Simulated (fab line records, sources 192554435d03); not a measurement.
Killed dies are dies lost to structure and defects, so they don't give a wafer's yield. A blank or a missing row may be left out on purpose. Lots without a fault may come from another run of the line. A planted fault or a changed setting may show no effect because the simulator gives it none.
fab line records | flow n5_finfet
record lots=7 wafers=39
route steps=1938 shown SD_EPI_N@269 GATE_CUT@490 BEOL_M0_SAQP@676 BEOL_M0_CUTY@711 BEOL_M0@715
start_h: hours from the record's first day to the start of the lot's first wafer shown | wait_h: hours since the lot's step before | " the same as in the row above | L1.1+2: a row that stands for several wafers | - no value, or no start given | * or withheld: withheld | < > ~ a bound
route shown NAME@n: a module of which the file shows steps, and the number in the route of the first | usual: mean/standard deviation of fault-free wafers | same: alike in all rows | chamber/n: place in a boat | sites: the reading at each site | _std_site: their standard deviation | _edge_site: outer sites' mean less inner sites' | radius_mm: how far each site lies from the wafer's centre | mask NAME#n: copy n | behind: the tool/chamber that last shaped the wafer | hold: why the lot was held/for how many hours/how that ended | device: the transistor (n, p or np) that didn't switch | end of line: the same wafers' tests at the end of the route | a step without rows: its recipe alone | killed: dies lost to structure and defects at the first sort, not the wafer's yield | map: a wafer's dies, x killed, . not, _ none there
set.NAME: the setting as run; set.NAME@STEP: as run at that earlier step | model.NAME: the simulator's own value behind a step, which no gauge read
lots whose settings were changed on purpose; a table a step, a row a wafer
## steps
# step N5_SD_EPI_N_DEVELOP_08
# recipe develop_time_s=30 developer=TMAH resist=CAR-ArF-block dev_temp_c=23 rinse_liquid=diw dry=air_spin
# columns lot.wafer tool chamber start_h wait_h set.develop_time_s
L074.1+2+3+4+5+6 litho_track-04 0 - - 30
L075.1+2+3 litho_track-03 0 - - 30
L075.4+5+6 " 0 " " 13.46
L080.1+3+5 litho_track-03 0 - - 13.55
L080.2+4+6 " 0 " " 30
L086.1+2+3+4+5+6 litho_track-05 0 - - 30
L091.1+2+5 litho_track-04 0 - - 30
L091.3+4+6 " 0 " " 20.54
L095.1+5+6 litho_track-04 0 - - 30
L097.1+3+6 litho_track-03 0 - - 30
L097.2+4+5 " 0 " " 38.52
# step N5_SD_EPI_N_CD_MEAS_09
# recipe target_cd_nm=120 landing_energy_ev=500 detector=se_inlens
# usual cd_nm=120.5/1.1
# columns lot.wafer tool chamber start_h wait_h set.develop_time_s@SD_EPI_N_DEVELOP_08 cd_nm
L074.1 cd_sem-02 0 48.22 - 30 122.1
L074.2 " 0 " " 30 121.2
L074.3 " 0 " " 30 121.1
L074.4 " 0 " " 30 120.6
L074.5 " 0 " " 30 121.4
L074.6 " 0 " " 30 121.4
L075.1 cd_sem-01 0 57.11 - 30 119.2
L075.2 " 0 " " 30 119.0
L075.3 " 0 " " 30 118.5
L075.4 " 0 " " 13.46 115.3
L075.5 " 0 " " 13.46 115.5
L075.6 " 0 " " 13.46 113.9
L080.1 cd_sem-02 0 85.32 - 13.55 115.0
L080.2 " 0 " " 30 120.0
L080.3 " 0 " " 13.55 114.0
L080.4 " 0 " " 30 120.3
L080.5 " 0 " " 13.55 116.2
L080.6 " 0 " " 30 117.9
L086.1 cd_sem-01 0 129.65 - 30 121.9
L086.2 " 0 " " 30 120.3
L086.3 " 0 " " 30 120.1
L086.4 " 0 " " 30 120.5
L086.5 " 0 " " 30 121.5
L086.6 " 0 " " 30 121.0
L091.1 cd_sem-02 0 151.28 - 30 120.9
L091.2 " 0 " " 30 120.0
L091.3 " 0 " " 20.54 118.3
L091.4 " 0 " " 20.54 120.7
L091.5 " 0 " " 30 121.3
L091.6 " 0 " " 20.54 118.3
L095.1 cd_sem-03 0 176.29 - 30 121.4
L095.5 " 0 " " 30 121.6
L095.6 " 0 " " 30 120.5
L097.1 cd_sem-02 0 189.70 - 30 118.0
L097.2 " 0 " " 38.52 119.4
L097.3 " 0 " " 30 118.8
L097.4 " 0 " " 38.52 120.0
L097.5 " 0 " " 38.52 120.8
L097.6 " 0 " " 30 119.9
# step N5_SD_EPI_N_DESCUM_14
# recipe chemistry=O2 time_s=7.9 source_power_w=50 bias_power_w=20 pressure_mtorr=20 rf_frequency_hz=2.712e+07 temp_c=40 resist=CAR-ArF-block o2_flow_sccm=225
# columns lot.wafer tool chamber start_h wait_h set.develop_time_s@SD_EPI_N_DEVELOP_08 model.SD_EPI_N.cd_nm
L074.1 rie_diel-03 2 48.31 0.0 30 122
L074.2+3 " 0,3 " " 30 121.2
L074.4 " 1 " " 30 120.6
L074.5 " 3 " " 30 121.8
L074.6 " 0 " " 30 121.6
L075.1 rie_diel-01 0 57.20 0.0 30 119
L075.2 " 1 " " 30 118.6
L075.3 " 3 " " 30 118.4
L075.4 " 2 " " 13.46 115.6
L075.5 " 2 " " 13.46 115.8
L075.6 " 3 " " 13.46 113.6
L080.1 rie_diel-03 0 85.41 0.0 13.55 115.2
L080.2 " 3 " " 30 120
L080.3 " 2 " " 13.55 114.2
L080.4 " 1 " " 30 120.2
L080.5 " 3 " " 13.55 116
L080.6 " 0 " " 30 118.2
L086.1 rie_diel-03 1 129.78 0.1 30 121.8
L086.2+3+4 " 0,2,3 " " 30 120.4
L086.5 " 2 " " 30 121.4
L086.6 " 3 " " 30 121
L091.1 rie_diel-03 0 151.85 0.5 30 120.8
L091.2 " 1 " " 30 120.4
L091.3 " 0 " " 20.54 118
L091.4 " 1 " " 20.54 120.4
L091.5 " 1 " " 30 121.2
L091.6 " 0 " " 20.54 118.2
L095.1+5 rie_diel-03 2,3 176.38 0.0 30 121.6
L095.6 " 2 " " 30 120.4
L097.1 rie_diel-01 0 190.30 0.5 30 118.4
L097.2 " 3 " " 38.52 119.4
L097.3 " 1 " " 30 118.8
L097.4 " 2 " " 38.52 120.2
L097.5 " 2 " " 38.52 121
L097.6 " 3 " " 30 119.8
# step N5_SD_EPI_N_ETCH_34
# recipe chemistry=CF4 target=SiARC target_depth_a=455 mask_material=CAR-ArF-block time_s=75.8 ion_energy_ev=80 pressure_mtorr=40 source_w=545 bias_w=36 Ar_flow_sccm=100 cf4_flow_sccm=100 ends=cleared
# columns lot.wafer tool chamber start_h wait_h set.develop_time_s@SD_EPI_N_DEVELOP_08 model.SD_EPI_N.cd_nm
L074.1 rie_diel-03 2 48.34 0.0 30 122
L074.2 " 0 " " 30 120.8
L074.3 " 3 " " 30 121
L074.4 " 1 " " 30 120.6
L074.5 " 3 " " 30 121.8
L074.6 " 0 " " 30 121.2
L075.1 rie_diel-01 0 57.24 0.0 30 118.6
L075.2 " 1 " " 30 118.4
L075.3 " 3 " " 30 118.8
L075.4 " 2 " " 13.46 115.6
L075.5 " 2 " " 13.46 115.8
L075.6 " 3 " " 13.46 114
L080.1 rie_diel-03 0 85.45 0.0 13.55 114.8
L080.2 " 3 " " 30 119.8
L080.3 " 2 " " 13.55 114.4
L080.4 " 1 " " 30 120.2
L080.5 " 3 " " 13.55 115.4
L080.6 " 0 " " 30 117.6
L086.1 rie_diel-03 1 129.81 0.0 30 122
L086.2+4 " 0,3 " " 30 120.4
L086.3 " 2 " " 30 120.8
L086.5 " 2 " " 30 121.8
L086.6 " 3 " " 30 121
L091.1+2 rie_diel-03 0,1 151.90 0.0 30 120.4
L091.3 " 0 " " 20.54 117.8
L091.4 " 1 " " 20.54 120.6
L091.5 " 1 " " 30 121.4
L091.6 " 0 " " 20.54 118
L095.1 rie_diel-03 2 176.41 0.0 30 121.8
L095.5 " 3 " " 30 121.4
L095.6 " 2 " " 30 120.8
L097.1 rie_diel-01 0 190.33 0.0 30 118.4
L097.2 " 3 " " 38.52 119.4
L097.3 " 1 " " 30 118.6
L097.4 " 2 " " 38.52 120.2
L097.5 " 2 " " 38.52 120.8
L097.6 " 3 " " 30 119.8
# step N5_GATE_CUT_DESCUM_18
# recipe chemistry=O2 time_s=7 source_power_w=50 bias_power_w=20 pressure_mtorr=20 rf_frequency_hz=2.712e+07 temp_c=40 resist=CAR-EUV o2_flow_sccm=225
# columns lot.wafer tool chamber start_h wait_h set.time_s model.CAR-EUV_of_GATE_CUT_COAT_07.thk_nm
L074.1+3+4 rie_diel-06 0,3,2 82.18 0.1 7 26.2
L074.2+6 " 1 " " 10.26 24.8
L074.5 " 0 " " 10.26 24.6
L075.1+3 rie_diel-06 0,2 91.79 0.0 3.292 27.8
L075.2+6 " 1,2 " " 7 26
L075.4 " 3 " " 7 25.8
L075.5 " 3 " " 3.292 27.6
L080.1+6 rie_diel-06 3,0 122.32 0.2 3.826 27.4
L080.2+4 " 1 " " 7 26
L080.3 " 0 " " 3.826 27.6
L080.5 " 3 " " 7 25.8
L086.1+3+4 rie_diel-04 2,3,0 165.28 0.3 5.899 26.6
L086.2+5+6 " 1,2,1 " " 7 26
L091.1+3 rie_diel-06 3,2 185.84 0.0 7 26.2
L091.2+5+6 " 0,3,2 " " 4.743 27.2
L091.4 " 0 " " 7 26
L095.1+5+6 rie_diel-04 3,3,2 210.90 0.0 7 26
L097.1+3+4 rie_diel-04 0,1,3 224.95 0.0 7 26
L097.2+6 " 2,0 " " 10.1 24.6
L097.5 " 3 " " 10.1 24.4
# step N5_GATE_CUT_ETCH_28
# recipe chemistry=N2/H2 target=underlayer target_depth_a=130 mask_material=CAR-EUV time_s=10.4 ion_energy_ev=200 pressure_mtorr=30 source_w=840 bias_w=150 n2_flow_sccm=200 h2_flow_sccm=200 ends=cleared
# columns lot.wafer tool chamber start_h wait_h set.time_s@GATE_CUT_DESCUM_18 model.CAR-EUV_of_GATE_CUT_COAT_07.thk_nm
L074.1+3+4 rie_diel-06 0,3,2 82.22 0.0 7 14.8
L074.2+6 " 1 " " 10.26 13.4
L074.5 " 0 " " 10.26 13.2
L075.1+5 rie_diel-06 0,3 91.82 0.0 3.292 16.4
L075.2+4+6 " 1,3,2 " " 7 14.6
L075.3 " 2 " " 3.292 16.6
L080.1+3+6 rie_diel-06 3,0,0 122.35 0.0 3.826 16
L080.2+4 " 1 " " 7 14.6
L080.5 " 3 " " 7 14.4
L086.1+4 rie_diel-04 2,0 165.32 0.0 5.899 15
L086.2+6 " 1 " " 7 14.8
L086.3 " 3 " " 5.899 15.2
L086.5 " 2 " " 7 14.6
L091.1+3+4 rie_diel-06 3,2,0 185.88 0.0 7 14.6
L091.2+5+6 " 0,3,2 " " 4.743 15.8
L095.1+5+6 rie_diel-04 3,3,2 210.93 0.0 7 14.6
L097.1 rie_diel-04 0 224.99 0.0 7 14.4
L097.2+5 " 2,3 " " 10.1 13
L097.3+4 " 1,3 " " 7 14.6
L097.6 " 0 " " 10.1 12.8
# step N5_GATE_CUT_ETCH_36
# recipe chemistry=CF4 target=SiARC target_depth_a=130 mask_material=CAR-EUV time_s=21.7 ion_energy_ev=80 pressure_mtorr=40 source_w=545 bias_w=36 Ar_flow_sccm=100 cf4_flow_sccm=100 ends=cleared
# columns lot.wafer tool chamber start_h wait_h set.time_s@GATE_CUT_DESCUM_18 model.CAR-EUV_of_GATE_CUT_COAT_07.thk_nm
L074.1+3+4 rie_diel-06 0,3,2 82.24 0.0 7 7
L074.2+6 " 1 " " 10.26 5.6
L074.5 " 0 " " 10.26 5.4
L075.1+5 rie_diel-06 0,3 91.84 0.0 3.292 8.6
L075.2+6 " 1,2 " " 7 7
L075.3 " 2 " " 3.292 8.8
L075.4 " 3 " " 7 6.8
L080.1+3+6 rie_diel-06 3,0,0 122.37 0.0 3.826 8.4
L080.2+4 " 1 " " 7 7
L080.5 " 3 " " 7 6.8
L086.1+3+4 rie_diel-04 2,3,0 165.34 0.0 5.899 7.4
L086.2+6 " 1 " " 7 7
L086.5 " 2 " " 7 6.8
L091.1+3+4 rie_diel-06 3,2,0 185.90 0.0 7 7
L091.2+5 " 0,3 " " 4.743 8
L091.6 " 2 " " 4.743 8.2
L095.1+5+6 rie_diel-04 3,3,2 210.95 0.0 7 7
L097.1 rie_diel-04 0 225.01 0.0 7 6.6
L097.2+5 " 2,3 " " 10.1 5.4
L097.3 " 1 " " 7 7
L097.4 " 3 " " 7 6.8
L097.6 " 0 " " 10.1 5.2
# step N5_BEOL_M0_SAQP_SPACER2_ALD_26
# recipe material=SiO2 target_thk_a=150 temp_c=300 ald_precursor_family=BDEAS ald_co_reactant=O2-plasma pulse_time_s=1 purge_time_s=2 co_reactant_purge_time_s=2 pressure_torr=2
# columns lot.wafer tool chamber start_h wait_h set.target_thk_a model.SiO2_of_BEOL_M0_SAQP_SPACER2_ALD_26.thk_nm
L074.1+4+6 ald_sin-01 3,2,0 120.02 0.1 221.6 22.2
L074.2+3+5 " 2,0,3 " " 150 15
L075.1+5 ald_sin-04 1 123.35 0.1 216.3 21.6
L075.2+3+6 " 3,2,2 " " 150 15
L075.4 " 0 " " 216.3 21.8
L080.1+2 ald_sin-02 2,3 146.89 0.1 150 15.2
L080.3+5 " 0,2 " " 114 11.4
L080.4 " 1 " " 150 15
L080.6 " 1 " " 114 11.6
L086.1+3+6 ald_sin-02 1,3,2 196.00 0.1 84.65 8.4
L086.2+4+5 " 2,0,3 " " 150 15
L091.1+6 ald_sin-04 2,0 213.34 0.1 123.6 12.4
L091.2 " 1 " " 123.6 12.2
L091.3+4+5 " 3,0,3 " " 150 15
L095.1+6 ald_sin-01 1 242.16 0.1 150 14.8
L095.5 " 2 " " 150 15
L097.1+5+6 ald_sin-04 3,0,3 248.91 0.1 150 15
L097.2+3+4 " 2,1,0 " " 189.6 19
# step N5_BEOL_M0_SAQP_SPACER2_ETCHBACK_27
# recipe chemistry=CHF3/O2 mode=anisotropic_etchback target=SiO2 target_depth_a=225 time_s=11.25 pressure_mtorr=30 source_w=650 bias_w=170 Ar_flow_sccm=200 CHF3_flow_sccm=50 O2_flow_sccm=5 ion_energy_ev=200
# step N5_BEOL_M0_SAQP_MANDREL2_REMOVE_110
# recipe chemistry=HBr/Cl2/O2 bt_time_s=10 target=a-Si stop_on=SiCN endpoint=OES-SiCl over_etch_frac=1 icp_w=600 bias_w=30 HBr_flow_sccm=150 Cl2_flow_sccm=80 O2_flow_sccm=5 pressure_mtorr=10
# columns lot.wafer tool chamber start_h wait_h set.target_thk_a@BEOL_M0_SAQP_SPACER2_ALD_26 model.BEOL_M0_SAQP.cd_nm
L074.1+6 rie_si-06 0 120.66 0.1 221.6 22.2
L074.2+3 " 1,3 " " 150 15
L074.4 " 2 " " 221.6 22
L074.5 " 1 " " 150 14.8
L075.1+5 rie_si-04 3,0 123.99 0.1 216.3 21.4
L075.2 " 1 " " 150 15.2
L075.3 " 0 " " 150 14.8
L075.4 " 1 " " 216.3 21.8
L075.6 " 3 " " 150 15
L080.1+2+4 rie_si-06 2,1,0 147.63 0.1 150 15.2
L080.3 " 3 " " 114 11.4
L080.5+6 " 0,1 " " 114 11.6
L086.1+3+6 rie_si-06 0,1,2 196.63 0.1 84.65 8.6
L086.2 " 3 " " 150 15
L086.4+5 " 2,1 " " 150 15.2
L091.1+6 rie_si-06 1,3 214.04 0.1 123.6 12.4
L091.2 " 2 " " 123.6 12.2
L091.3 " 3 " " 150 14.8
L091.4+5 " 0,2 " " 150 15
L095.1+5+6 rie_si-01 3,3,0 242.80 0.1 150 15
L097.1 rie_si-06 3 249.55 0.1 150 15
L097.2+3 " 0,2 " " 189.6 19
L097.4 " 1 " " 189.6 19.2
L097.5 " 0 " " 150 15.2
L097.6 " 3 " " 150 14.8
# step N5_BEOL_M0_SAQP_CD_MEAS_29
# recipe target_cd_nm=14.4 landing_energy_ev=1000 detector=se_inlens
# usual cd_nm=15.02/0.23
# columns lot.wafer tool chamber start_h wait_h set.target_thk_a@BEOL_M0_SAQP_SPACER2_ALD_26 cd_nm
L074.1 cd_sem-01 0 120.77 0.1 221.6 22.13
L074.2 " 0 " " 150 15.37
L074.3 " 0 " " 150 14.84
L074.4 " 0 " " 221.6 21.78
L074.5 " 0 " " 150 15.13
L074.6 " 0 " " 221.6 22.64
L075.1 cd_sem-01 0 124.10 0.1 216.3 21.35
L075.2 " 0 " " 150 15.32
L075.3 " 0 " " 150 15.14
L075.4 " 0 " " 216.3 21.63
L075.5 " 0 " " 216.3 21.69
L075.6 " 0 " " 150 14.68
L080.1 cd_sem-03 0 147.74 0.1 150 15.08
L080.2 " 0 " " 150 15.13
L080.3 " 0 " " 114 11.53
L080.4 " 0 " " 150 15.44
L080.5 " 0 " " 114 11.81
L080.6 " 0 " " 114 11.44
L086.1 cd_sem-02 0 196.74 0.1 84.65 8.41
L086.2 " 0 " " 150 14.89
L086.3 " 0 " " 84.65 8.42
L086.4 " 0 " " 150 14.96
L086.5 " 0 " " 150 15.14
L086.6 " 0 " " 84.65 8.54
L091.1 cd_sem-01 0 214.15 0.1 123.6 12.57
L091.2 " 0 " " 123.6 11.98
L091.3 " 0 " " 150 14.73
L091.4 " 0 " " 150 15.11
L091.5 " 0 " " 150 14.96
L091.6 " 0 " " 123.6 12.49
L095.1 cd_sem-01 0 242.91 0.1 150 15.18
L095.5 " 0 " " 150 14.90
L095.6 " 0 " " 150 14.98
L097.1 cd_sem-02 0 249.66 0.1 150 14.87
L097.2 " 0 " " 189.6 19.12
L097.3 " 0 " " 189.6 18.96
L097.4 " 0 " " 189.6 18.96
L097.5 " 0 " " 150 15.30
L097.6 " 0 " " 150 14.71
# step N5_BEOL_M0_SAQP_COAT_69
# recipe resist=SOC temp_c=250 time_s=60 spin_rpm=1500 resist_thk_nm=90
# step N5_BEOL_M0_SAQP_COAT_72
# recipe resist=SiARC temp_c=220 time_s=60 spin_rpm=1500 resist_thk_nm=15
# step N5_BEOL_M0_CUTY_DESCUM_61
# recipe chemistry=O2 time_s=7.9 source_power_w=50 bias_power_w=20 pressure_mtorr=20 rf_frequency_hz=2.712e+07 temp_c=40 resist=CAR-ArF-block o2_flow_sccm=225
# step N5_BEOL_M0_CUTY_ETCH_62
# recipe chemistry=CF4 target=SiARC mask_material=CAR-ArF-block time_s=58.5 ion_energy_ev=80 pressure_mtorr=40 source_w=545 bias_w=36 Ar_flow_sccm=100 cf4_flow_sccm=100 ends=cleared
# step N5_BEOL_M0_CUTY_ETCH_63
# recipe chemistry=N2/H2 target=SOC target_depth_a=827 overetch_a=165 mask_material=SiARC temp_c=40 ion_energy_ev=200 time_s=124 pressure_mtorr=30 source_w=840 bias_w=150 n2_flow_sccm=200 h2_flow_sccm=200
# columns lot.wafer tool chamber start_h wait_h set.target_thk_a@BEOL_M0_SAQP_SPACER2_ALD_26 model.SiO2_of_BEOL_M0_SAQP_SPACER2_ALD_26.thk_nm
L074.1 rie_diel-03 1 122.69 0.0 221.6 14
L074.2+5 " 3 " " 150 6.8
L074.3 " 2 " " 150 7.2
L074.4+6 " 0,2 " " 221.6 14.2
L075.1+4 rie_diel-03 2,1 126.07 0.0 216.3 13.8
L075.2+3+6 " 3,0,0 " " 150 7
L075.5 " 3 " " 216.3 13.4
L080.1 rie_diel-01 3 149.92 0.0 150 7.2
L080.2+4 " 0 " " 150 7
L080.3 " 1 " " 114 3.4
L080.5+6 " 3,1 " " 114 3.6
L086.1+6 rie_diel-03 1 198.77 0.0 84.65 2
L086.2 " 3 " " 150 6.8
L086.3 " 2 " " 84.65 1.8
L086.4+5 " 0 " " 150 7
L091.1+2 rie_diel-05 3,2 216.08 0.0 123.6 4.2
L091.3+4 " 1,0 " " 150 7.2
L091.5 " 3 " " 150 6.8
L091.6 " 2 " " 123.6 4.4
L095.1+6 rie_diel-01 2 244.99 0.0 150 6.8
L095.5 " 3 " " 150 7
L097.1+5 rie_diel-01 0 252.27 0.0 150 7
L097.2 " 1 " " 189.6 11.2
L097.3+4 " 3,2 " " 189.6 11
L097.6 " 1 " " 150 7.2
# step N5_BEOL_M0_CUTY_STRIP_64
# recipe chemistry=N2/H2 temp_c=40 n2_flow_sccm=200 h2_flow_sccm=200 rf_frequency_hz=6e+07
# step N5_BEOL_M0_ETCH_138
# recipe chemistry=CH3F/O2 target_depth_a=120 target=SiCN time_s=31.6 ion_energy_ev=120 pressure_mtorr=30 source_w=395 bias_w=75 Ar_flow_sccm=150 CH3F_flow_sccm=30 O2_flow_sccm=20 ends=cleared
# step N5_BEOL_M0_HM_OPEN_105
# recipe chemistry=Cl2/BCl3 target_depth_a=120 target=TiN ion_energy_ev=150 pressure_mtorr=10 icp_w=1000 bias_w=126 Cl2_flow_sccm=53.25 bcl3_flow_sccm=21.75 Ar_flow_sccm=25
# columns lot.wafer tool chamber start_h wait_h set.target_thk_a@BEOL_M0_SAQP_SPACER2_ALD_26 model.SiO2_of_BEOL_M0_SAQP_SPACER2_ALD_26.thk_nm
L074.1 rie_metal-02 0 125.55 2.7 221.6 9.6
L074.2+5 " 1,0 " " 150 2.4
L074.3 " 0 " " 150 3
L074.4 " 1 " " 221.6 9.4
L074.6 " 1 " " 221.6 9.8
L075.1 rie_metal-02 0 128.70 2.5 216.3 9.4
L075.2+6 " 1 " " 150 2.4
L075.3 " 0 " " 150 2.6
L075.4 " 1 " " 216.3 9.2
L075.5 " 0 " " 216.3 9
L080.1+2 rie_metal-02 1,0 151.29 1.2 150 2.8
L080.3+5+6 " 0,0,1 " " 114 0.8
L080.4 " 1 " " 150 2.4
L086.1+3+6 rie_metal-01 1 199.46 0.5 84.65 0.4
L086.2+5 " 1 " " 150 2.4
L086.4 " 1 " " 150 2.6
L091.1+2+6 rie_metal-01 1,0,1 217.33 1.1 123.6 1
L091.3 " 0 " " 150 2.8
L091.4 " 1 " " 150 2.6
L091.5 " 0 " " 150 2.4
L095.1+6 rie_metal-03 1,0 245.94 0.8 150 2.4
L095.5 " 1 " " 150 2.6
L097.1+6 rie_metal-03 0 253.88 1.4 150 2.6
L097.2 " 1 " " 189.6 6.8
L097.3 " 0 " " 189.6 6.6
L097.4 " 1 " " 189.6 6.4
L097.5 " 1 " " 150 2.4
## key
split step=N5_SD_EPI_N_DEVELOP_08 setting=develop_time_s stated=30 by=wafer
response step=N5_SD_EPI_N_CD_MEAS_09 reading=cd_nm change=+0.0689 per=1% r=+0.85
response step=N5_SD_EPI_N_DESCUM_14 reading=model.SD_EPI_N.cd_nm change=+0.0682 per=1% r=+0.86
response step=N5_SD_EPI_N_ETCH_34 reading=model.SD_EPI_N.cd_nm change=+0.0667 per=1% r=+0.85
split step=N5_GATE_CUT_DESCUM_18 setting=time_s stated=7 by=wafer
response step=N5_GATE_CUT_DESCUM_18 reading=model.CAR-EUV_of_GATE_CUT_COAT_07.thk_nm change=-0.0333 per=1% r=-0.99
response step=N5_GATE_CUT_ETCH_28 reading=model.CAR-EUV_of_GATE_CUT_COAT_07.thk_nm change=-0.0339 per=1% r=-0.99
response step=N5_GATE_CUT_ETCH_36 reading=model.CAR-EUV_of_GATE_CUT_COAT_07.thk_nm change=-0.0324 per=1% r=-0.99
split step=N5_BEOL_M0_SAQP_SPACER2_ALD_26 setting=target_thk_a stated=150 by=wafer
response step=N5_BEOL_M0_SAQP_SPACER2_ALD_26 reading=model.SiO2_of_BEOL_M0_SAQP_SPACER2_ALD_26.thk_nm change=+0.151 per=1% r=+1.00
response step=N5_BEOL_M0_SAQP_MANDREL2_REMOVE_110 reading=model.BEOL_M0_SAQP.cd_nm change=+0.15 per=1% r=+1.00
response step=N5_BEOL_M0_SAQP_CD_MEAS_29 reading=cd_nm change=+0.149 per=1% r=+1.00
response step=N5_BEOL_M0_CUTY_ETCH_63 reading=model.SiO2_of_BEOL_M0_SAQP_SPACER2_ALD_26.thk_nm change=+0.142 per=1% r=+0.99
response step=N5_BEOL_M0_HM_OPEN_105 reading=model.SiO2_of_BEOL_M0_SAQP_SPACER2_ALD_26.thk_nm shape=bent at_lowest=0.4 at_stated=2.543 at_highest=9.6
